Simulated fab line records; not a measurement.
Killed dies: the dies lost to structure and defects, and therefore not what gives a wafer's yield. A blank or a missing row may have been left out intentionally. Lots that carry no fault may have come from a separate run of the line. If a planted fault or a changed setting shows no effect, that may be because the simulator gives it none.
Comparing a struck lot with a sound one || flow n5 finfet || 37 steps out of a route of 1938
Sound: wafers L679.2, L679.3, L679.4. Struck: wafers L669.2, L669.3, L669.6. Last of all comes the cause.
For every step that has rows: the tool of each side, followed by ch and its chambers, followed by its first start. Under that, the readings that differ: sound wafers || struck wafers || difference of the means || sigmas: that difference in standard deviations of wafers without a fault.
alike: same words and numbers on both sides, and readings whose means sit less than 2 such deviations apart. not compared: any withheld reading, any reading some wafer has no value for, any bound like >300 that may hide the same value, and any number with overlapping values for which the record gives no deviation.
The two part at a step that has a row with sigmas, a row that says differs or no value, or rows on one side only. Numbers that don't overlap but have no deviation are shown without sigmas and don't part them. A reading that every wafer of one side lacks parts them only if that side has two wafers or more.

first, 9 steps without rows for these wafers: N5_BEOL_M4_ANNEAL_95 (time 240 s); N5_BEOL_M4_SPUTTER_96 (material Cu, target thk 4.5 nm, time 8.29 s); N5_BEOL_M4_ECD_50 (material Cu, target thk 300 nm); N5_BEOL_M4_ANNEAL_51 (time 90 s); N5_BEOL_M4_CMP_52 (polishes, stops on SiOC, t overpolish 6.8 s, target thk 40 nm); N5_BEOL_M4_PRE_CLEAN_60 (time 15 s); N5_BEOL_M4_CO_CAP_55 (material Co, precursor CCTBA/H2, target thk 2 nm, time 102.1 s); N5_BEOL_M4_PRE_CLEAN_56 (time 15 s); N5_BEOL_M4_DEP_57 (deposits SiCN from 3MS/NH3, target thk 8 nm, time 14 s).
N5_BEOL_M4_RC_MEAS_101:
  sound on prober-01 ch 0, day 14 13:29; struck on prober-01 ch 0, day 10 23:34
  alike: DIBL_N, DIBL_P, IOFF_N, IOFF_P, ION_N, ION_P, SS_N, SS_P, VT_N, VT_P
then, 24 steps without rows for these wafers: N5_BEOL_M5_ILD_DEP_00 (deposits SiCOH lowk from DEMS/porogen, target thk 140.64 nm, time 25.9 s); N5_BEOL_M5_CURE_79 (cures SiCOH lowk, time 240 s); N5_BEOL_M5_PECVD_70 (deposits SiO2 from TEOS/O2, target thk 16 nm, time 18 s); N5_BEOL_M5_HM_DEP_02 (deposits TiN, target thk 20 nm); N5_BEOL_M5_COAT_59 (time 60 s, resist thk 60 nm); N5_BEOL_M5_COAT_60 (time 60 s, resist thk 12 nm); N5_BEOL_M5_COAT_71 (time 60 s, resist thk 5 nm); N5_BEOL_M5_COAT_05 (resist thk 30 nm); N5_BEOL_M5_EBR_07; N5_BEOL_M5_SOFTBAKE_06 (time 60 s); N5_BEOL_M5_EXPOSE_08 (exposes mask M5, target cd 28 nm); N5_BEOL_M5_PEB_09 (peb time 60 s); N5_BEOL_M5_DEVELOP_10 (develop time 30 s); N5_BEOL_M5_DESCUM_16 (chemistry O2, time 7 s); N5_BEOL_M5_ETCH_72 (etches underlayer in N2/H2, target depth 6.5 nm, time 5.2 s); N5_BEOL_M5_ETCH_61 (etches SiARC in CF4, target depth 15.6 nm, time 26 s); N5_BEOL_M5_ETCH_62 (etches SOC in N2/H2, target depth 75 nm, overetch 15 nm, time 112.5 s); N5_BEOL_M5_STRIP_63 (strips in N2/H2); N5_BEOL_M5_STRIP_73 (strips in N2/H2); N5_BEOL_M5_STRIP_64 (strips in CF4); N5_BEOL_M5_HM_OPEN_17 (chemistry Cl2/BCl3, target TiN, target depth 20 nm, overetch 6 nm); N5_BEOL_M5_STRIP_19 (strips in O2); N5_BEOL_M5_COAT_65 (time 60 s, resist thk 60 nm); N5_BEOL_M5_COAT_66 (time 60 s, resist thk 12 nm).
N5_BEOL_M6_ETCH_66: etches SOC in N2/H2, target depth 80 nm, overetch 16 nm, time 120 s.
  sound on rie diel-04 ch 0,1,2, day 15 09:25; struck on rie diel-04 ch 2,3, day 11 18:07
  no value came back on the struck wafers for any of 8 readings (bias w (W), chamber pressure mTorr (mTorr) and others); on the sound wafers bias w (W) reads 149.8 149.5 150.0
{"reading": "model.SiARC_of_BEOL_M6_COAT_64.thk nm (nm)", "sound": "6.8 6.6 6.6", "struck": "12 12 12", "difference": "+5", "sigmas": ""}
{"reading": "model.underlayer_of_BEOL_M6_COAT_71.thk nm (nm)", "sound": "0 0 0", "struck": "5 5 5", "difference": "+5", "sigmas": ""}
N5_BEOL_M6_VIA_ETCH_34: etches SiCOH lowk in C4F6/O2, target depth 126.3 nm, time 50.9 s.
  sound on rie diel-04 ch 0,1,2, day 15 09:31; struck on rie diel-04 ch 2,3, day 11 18:13
{"reading": "oes product au (a.u.)", "sound": "0.66 0.68 0.86", "struck": "0.32 0.27 0.27", "difference": -0.45, "sigmas": -4}
  alike: C4F6_flow_sccm, O2_flow_sccm, chamber pressure mTorr, drypump motor current A, rf vpp V, showerhead plenum p Torr, throttle valve pct
  not compared: rf hours counter h
-- the record jumps here: 4 days lie between the struck wafers' starts before and after (it left off in module BEOL_M6 and takes up again in module PASSIVATION, whose first step shown is number 1936 of the route) --
N5_PASSIVATION_PROBE_49:
  only the struck wafers here have rows in the record (prober-01, day 15 18:59); the sound ones have none

## WHERE THEY PART
At N5_BEOL_M6_ETCH_66 first; at N5_PASSIVATION_PROBE_49 last (within this record only).

WHY: what had been put in by the simulator
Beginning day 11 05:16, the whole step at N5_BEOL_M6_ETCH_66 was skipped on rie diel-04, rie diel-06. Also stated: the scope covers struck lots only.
